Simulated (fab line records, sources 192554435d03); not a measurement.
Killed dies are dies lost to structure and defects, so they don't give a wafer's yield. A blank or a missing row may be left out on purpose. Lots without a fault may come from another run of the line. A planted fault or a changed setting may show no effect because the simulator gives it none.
Split-lot experiment | flow n5_finfet | 7 lots, 39 wafers read, on a route of 1938 steps

THE SPLIT
At N5_BEOL_M13_SPUTTER_43 (material TaN, target thk 15 nm, time 24.19 s), the setting time_s was moved away from the recipe's 24.19 s on 18 of the 39 wafers read, by -41.8% to +59.9%. The other wafers ran this setting at the recipe's value.

FROM THE SPLIT TO THE READING: what the file shows between them, 4 steps
- N5_BEOL_M13_SPUTTER_44: material Ta, target thk 10 nm, time 16.13 s
- N5_BEOL_M13_SPUTTER_45: material Cu, target thk 80 nm, time 13.33 s
- N5_BEOL_M13_ECD_47: material Cu, target thk 936 nm
- N5_BEOL_M13_ANNEAL_48: time 90 s

THE READING
barrier_field_endpoint_s, in s, at N5_BEOL_M13_CMP_49 (polishes, stops on SiOC, t overpolish 17.1 s, target thk 420 nm). Fault-free wafers of this fab line usually give 30.4 s, standard deviation 0.8 s.

wafer  | tool, chamber at the split | time_s as run, s | against the recipe | barrier_field_endpoint_s, s | against lot-mates on the recipe
L077.3 | pvd_sputter-03, -          | 24.19            | recipe             | 31.4                        | -
L077.1 | pvd_sputter-03, -          | 24.19            | recipe             | 30.5                        | -
L077.4 | pvd_sputter-03, -          | 33.94            | +40.3%             | 37.6                        | +6.7
L077.2 | pvd_sputter-03, -          | 33.94            | +40.3%             | 39.5                        | +8.6
L077.5 | pvd_sputter-03, -          | 24.19            | recipe             | 30.9                        | -
L077.6 | pvd_sputter-03, -          | 33.94            | +40.3%             | 38.4                        | +7.5
L078.4 | pvd_sputter-03, -          | 14.08            | -41.8%             | 23.3                        | -8.7
L078.1 | pvd_sputter-03, -          | 14.08            | -41.8%             | 24.6                        | -7.4
L078.3 | pvd_sputter-03, -          | 24.19            | recipe             | 31.1                        | -
L078.2 | pvd_sputter-03, -          | 14.08            | -41.8%             | 24.1                        | -7.9
L078.5 | pvd_sputter-03, -          | 24.19            | recipe             | 31.6                        | -
L078.6 | pvd_sputter-03, -          | 24.19            | recipe             | 33.2                        | -
L083.3 | pvd_sputter-01, -          | 34.21            | +41.4%             | 38.3                        | +8.9
L083.4 | pvd_sputter-01, -          | 34.21            | +41.4%             | 35.9                        | +6.5
L083.2 | pvd_sputter-01, -          | 24.19            | recipe             | 30.0                        | -
L083.1 | pvd_sputter-01, -          | 24.19            | recipe             | 28.8                        | -
L083.5 | pvd_sputter-01, -          | 34.21            | +41.4%             | 37.2                        | +7.8
L083.6 | pvd_sputter-01, -          | 24.19            | recipe             | 29.3                        | -
L086.1 | pvd_sputter-01, -          | 24.19            | recipe             | 30.1                        | -
L086.3 | pvd_sputter-01, -          | 24.19            | recipe             | 30.6                        | -
L086.6 | pvd_sputter-01, -          | 24.19            | recipe             | 29.4                        | -
L093.1 | pvd_sputter-02, -          | 38.67            | +59.9%             | 41.6                        | +11.2
L093.2 | pvd_sputter-02, -          | 38.67            | +59.9%             | 41.2                        | +10.8
L093.3 | pvd_sputter-02, -          | 24.19            | recipe             | 30.0                        | -
L093.4 | pvd_sputter-02, -          | 38.67            | +59.9%             | 39.8                        | +9.4
L093.6 | pvd_sputter-02, -          | 24.19            | recipe             | 30.6                        | -
L093.5 | pvd_sputter-02, -          | 24.19            | recipe             | 30.7                        | -
L094.2 | pvd_sputter-03, -          | 17.67            | -27.0%             | 26.0                        | -4.7
L094.3 | pvd_sputter-03, -          | 24.19            | recipe             | 29.8                        | -
L094.4 | pvd_sputter-03, -          | 24.19            | recipe             | 31.1                        | -
L094.1 | pvd_sputter-03, -          | 24.19            | recipe             | 31.2                        | -
L094.5 | pvd_sputter-03, -          | 17.67            | -27.0%             | 25.9                        | -4.8
L094.6 | pvd_sputter-03, -          | 17.67            | -27.0%             | 25.0                        | -5.7
L097.1 | pvd_sputter-01, -          | 24.19            | recipe             | 30.1                        | -
L097.4 | pvd_sputter-01, -          | 37.05            | +53.2%             | 38.0                        | +8.3
L097.3 | pvd_sputter-01, -          | 24.19            | recipe             | 29.4                        | -
L097.2 | pvd_sputter-01, -          | 37.05            | +53.2%             | 38.0                        | +8.3
L097.5 | pvd_sputter-01, -          | 24.19            | recipe             | 29.6                        | -
L097.6 | pvd_sputter-01, -          | 37.05            | +53.2%             | 38.9                        | +9.2

THE FIT
A straight line over all 39 wafers: barrier_field_endpoint_s changes by +0.166 s for each +1% of time_s; r = +0.98; the points scatter about the line by 1 s.
The same after taking each lot's own level away (the mean of its wafers on the recipe; 39 wafers): +0.179 s for each +1%; r = +0.99; scatter 0.71 s.
On that fit, the largest move of time_s shifts the reading by 11 s.
The lots' own levels span 29.37 to 31.97 s, that is 3.3 times the standard deviation above.
So the lot-to-lot level changes the slope little: the two slopes agree.
Check: with one of the wafers moved furthest among these (+59.9%) left out of the fit, the line predicts +10.6 s for it against its lot-mates. It came out at +11.2 s against them.

OTHER SPLITS ON THESE WAFERS
These wafers also went through other splits before the reading. Each is held against what the fit with the lots' levels taken away leaves over:
other split on the same wafers         | wafers away from the commonest value | r with barrier_field_endpoint_s (lot level and that fit taken away)
N5_BEOL_M11_VIA_ETCH_34 target_depth_a | 12                                   | -0.18

THE WHOLE CHAIN: every reading that the file lists as answering this split, in the file's order
step                   | what it does                                                    | reading                                                                            | change (the file's fit)              | r (the file's)
N5_BEOL_M13_SPUTTER_43 | material TaN, target thk 15 nm, time 24.19 s                    | TaN_of_BEOL_M13_SPUTTER_43.thk_nm (the simulator's own value, which no gauge read) | +0.15 nm for each +1% of the setting | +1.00
N5_BEOL_M13_CMP_49     | polishes, stops on SiOC, t overpolish 17.1 s, target thk 420 nm | barrier_field_endpoint_s                                                           | +0.178 s for each +1% of the setting | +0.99

THE FILE'S OWN FIT
barrier_field_endpoint_s changes by +0.178 s for each +1% of time_s, r = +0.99.
